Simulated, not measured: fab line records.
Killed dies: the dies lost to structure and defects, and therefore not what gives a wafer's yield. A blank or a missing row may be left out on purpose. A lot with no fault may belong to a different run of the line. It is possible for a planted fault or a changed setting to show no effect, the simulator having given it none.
Comparing a struck lot with a sound one / flow n5 finfet / 15 steps out of a route of 1938
Sound: these wafers, L216.1, L216.2, L216.6. Struck: wafer L214.6 (left out: L214.4, L214.5 of the same lot, which were not struck); the cause appears at the end.
For every step that has rows: the tool of each side, followed by ch and its chambers, followed by its first start. Under that, the readings that differ: sound wafers / struck wafers / difference of the means / sigmas: that difference in standard deviations of wafers without a fault.
alike: a reading whose means differ by less than 2 such deviations, as well as words and numbers matching on both sides. not compared: withheld readings; readings where some wafer has no value; bounds like >300 that might hide an equal value; numbers whose values overlap and for which the record gives no deviation.
The two part at a step that has a row with sigmas, a row that says differs or no value, or rows on one side only. Numbers that have no deviation but don't overlap get no sigmas and don't part them. A reading missing from all wafers of one side parts the sides only when that side holds two or more wafers.

first, 1 step without rows for these wafers: N5_HKMG_FIN_STRIP_34 (strips in CF4).
N5_HKMG_FIN_ETCH_35: etches SOC in N2/H2, target depth 215.8 nm, time 243.4 s.
  sound on rie diel-03 ch 0,2,3, day 7 12:00; struck on rie diel-02 ch 0, day 6 20:58
  alike: drypump motor current A, oes product au, rf vpp V, showerhead plenum p Torr, throttle valve pct
  not compared: rf hours counter h
then, 2 steps without rows for these wafers: N5_HKMG_FIN_STRIP_92 (strips SOC in N2/H2, time 20 s); N5_HKMG_FIN_WET_ETCH_18 (etches TiN in SC1, time 55 s, target depth 5.2 nm, rinse time 30 s).
N5_HKMG_FIN_STRIP_19: strips in N2/H2, time 360 s.
  sound on plasma asher-02 ch 0,1, day 7 12:19; struck on plasma asher-01 ch 1, day 6 21:23
  alike: drypump motor current A, heater power w
  not compared: rf hours counter h
N5_HKMG_FIN_ALD_91: deposits TiN, target thk 1 nm, pulse time 1 s, purge time 3 s.
  sound on ald metal-01 ch 1,2,3, day 7 12:41; struck on ald metal-01 ch 0, day 6 21:39
  alike: heater power w, precursor pulse height rel
  not compared: ald cycles
then, 1 step without rows for these wafers: N5_HKMG_FIN_COAT_85 (time 60 s, resist thk 300 nm).
N5_HKMG_FIN_ETCH_86: etches SOC in N2/H2, stops on TiN, target depth 393.2 nm.
  sound on rie diel-02 ch 0,2, day 7 13:02; struck on rie diel-02 ch 1, day 6 21:59
  alike: drypump motor current A, oes product au, rf vpp V, showerhead plenum p Torr, throttle valve pct
  not compared: rf hours counter h
N5_HKMG_FIN_STRIP_89: strips SOC in N2/H2, time 20 s.
  sound on rie diel-02 ch 0,2, day 7 13:05; struck on rie diel-02 ch 1, day 6 22:02
reading=throttle valve pct (%); sound=18.7 18.9 18.9; struck=19.6; difference=+0.8; sigmas=+3
  alike: drypump motor current A, oes product au, rf vpp V, showerhead plenum p Torr
  not compared: rf hours counter h
then, 3 steps without rows for these wafers: N5_HKMG_FIN_WET_ETCH_87 (etches TiN in SC1, time 154.2 s, target depth 4.7 nm, rinse time 30 s); N5_HKMG_FIN_STRIP_88 (strips in N2/H2, time 360 s); N5_HKMG_FIN_NWFM_ALD_20 (deposits TiAlC, target thk 2 nm, pulse time 3 s, purge time 2 s).
N5_HKMG_FIN_ALD_71: deposits TiN, target thk 1 nm, pulse time 1 s, purge time 3 s.
  sound on ald metal-01 ch 1,2,3, day 7 13:46; struck on ald metal-04 ch 1, day 6 22:43
reading=ald cycles; sound=47 47 47; struck=62; difference=+15; sigmas=
reading=model.TiN_of_HKMG_FIN_ALD_71.thk nm (nm); sound=1 1 1; struck=1.4; difference=+0.4; sigmas=
  alike: heater power w, precursor pulse height rel
then, 1 step without rows for these wafers: N5_HKMG_FIN_COAT_66 (time 60 s, resist thk 300 nm).
-- here the record skips 9 days between the struck wafers' starts before and after, leaving off in module HKMG_FIN and picking up in module PASSIVATION (first step shown: number 1936 of the route) --
N5_PASSIVATION_PROBE_49:
  sound on prober-01 at day 16 04:17; struck on prober-02 at day 15 20:52
  alike: killed_at_M0_to_M3, killed_at_M4_up, killed at contacts, killed at front end, killed at other, killed dies, killed open, killed short

WHERE THEY PART
N5_HKMG_FIN_STRIP_89 only, going by this record. Later steps at which nothing parts them and some readings are alike: N5_HKMG_FIN_ALD_71, N5_PASSIVATION_PROBE_49.

WHY: the cause the simulator had injected
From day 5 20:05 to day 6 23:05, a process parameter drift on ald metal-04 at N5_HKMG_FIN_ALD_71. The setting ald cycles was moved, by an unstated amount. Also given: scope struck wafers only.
